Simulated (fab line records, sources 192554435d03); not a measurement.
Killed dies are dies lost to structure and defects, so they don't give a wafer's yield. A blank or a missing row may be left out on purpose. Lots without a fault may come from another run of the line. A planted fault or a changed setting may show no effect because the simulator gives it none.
A struck lot beside a sound one | flow n5_finfet | 23 steps out of a route of 1938
Sound: wafers L262.1, L262.4, L262.5. Struck: wafer L271.6. (L271.1, L271.3 of the same lot were not struck and are left out.) The cause comes at the end.
At each step with rows: each side's tool, then ch and its chambers, then its first start. Under that, the readings that differ: sound wafers | struck wafers | difference of the means | sigmas: that difference in standard deviations of wafers without a fault.
alike: readings whose means differ by less than 2 such deviations, and words and numbers that are the same on both sides. not compared: withheld readings, readings that some wafer has no value for, bounds like >300 that may hide the same value, and numbers for which the record gives no deviation and whose values overlap.
The two part at a step that has a row with sigmas, a row that says differs or no value, or rows on one side only. Numbers that don't overlap but have no deviation are shown without sigmas and don't part them. A reading that every wafer of one side lacks parts them only if that side has two wafers or more.

first, 9 steps without rows for these wafers: N5_BEOL_M9_SOFTBAKE_06 (time 60 s); N5_BEOL_M9_EXPOSE_08 (exposes mask M9); N5_BEOL_M9_PEB_09 (peb time 60 s); N5_BEOL_M9_DEVELOP_10 (develop time 30 s); N5_BEOL_M9_DESCUM_16 (chemistry O2, time 7.9 s); N5_BEOL_M9_ETCH_61 (etches SiARC in CF4, target depth 39 nm, time 65 s); N5_BEOL_M9_ETCH_62 (etches SOC in N2/H2, target depth 110 nm, overetch 22 nm, time 165 s); N5_BEOL_M9_STRIP_68 (strips in N2/H2); N5_BEOL_M9_STRIP_67 (strips in CF4).
N5_BEOL_M9_HM_OPEN_17: chemistry Cl2/BCl3, target TiN, target depth 20 nm, overetch 6 nm.
  sound on rie_metal-02 ch 0,1, day 11 05:59; struck on rie_metal-02 ch 0, day 14 15:41
  reading                      | sound       | struck | difference | sigmas
  he_backside_leak_sccm (sccm) | 3.5 3.5 3.5 | 5.4    | +1.9       | +6
  alike: drypump_motor_current_A, oes_product_au, throttle_valve_pct
  not compared: rf_hours_counter_h
then, 10 steps without rows for these wafers: N5_BEOL_M9_STRIP_19 (strips in O2); N5_BEOL_M9_COAT_63 (time 60 s, resist thk 60 nm); N5_BEOL_M9_COAT_64 (time 60 s, resist thk 12 nm); N5_BEOL_M9_COAT_75 (time 60 s, resist thk 5 nm); N5_BEOL_M9_COAT_22 (resist thk 30 nm); N5_BEOL_M9_EBR_24; N5_BEOL_M9_SOFTBAKE_23 (time 60 s); N5_BEOL_M9_EXPOSE_25 (exposes mask V8); N5_BEOL_M9_PEB_26 (peb time 60 s); N5_BEOL_M9_DEVELOP_27 (develop time 30 s).
N5_BEOL_M9_INSPECT_30: inspects for defects (brightfield).
  sound on defect_inspect-02, day 11 06:56; struck on defect_inspect-01, day 14 18:01
  reading          | sound       | struck | difference | sigmas
  raw_defect_count | 298 269 272 | 1319   | +1039      | +10
then, 1 step without rows for these wafers: N5_BEOL_M9_DESCUM_33 (chemistry O2, time 7 s).
-- the record jumps here: 3 days lie between the struck wafers' starts before and after (it left off in module BEOL_M9 and takes up again in module PASSIVATION, whose first step shown is number 1936 of the route) --
N5_PASSIVATION_PROBE_49:
  the record has rows for the struck wafers here (prober-02, day 17 09:34) and none for the sound ones

WHERE THEY PART
First at N5_BEOL_M9_HM_OPEN_17; last, within this record, at N5_PASSIVATION_PROBE_49.

WHY: what the simulator had put in
Chamber particle source: rie_metal-02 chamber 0, from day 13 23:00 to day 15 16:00, at N5_BEOL_M9_HM_OPEN_17. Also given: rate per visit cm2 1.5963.
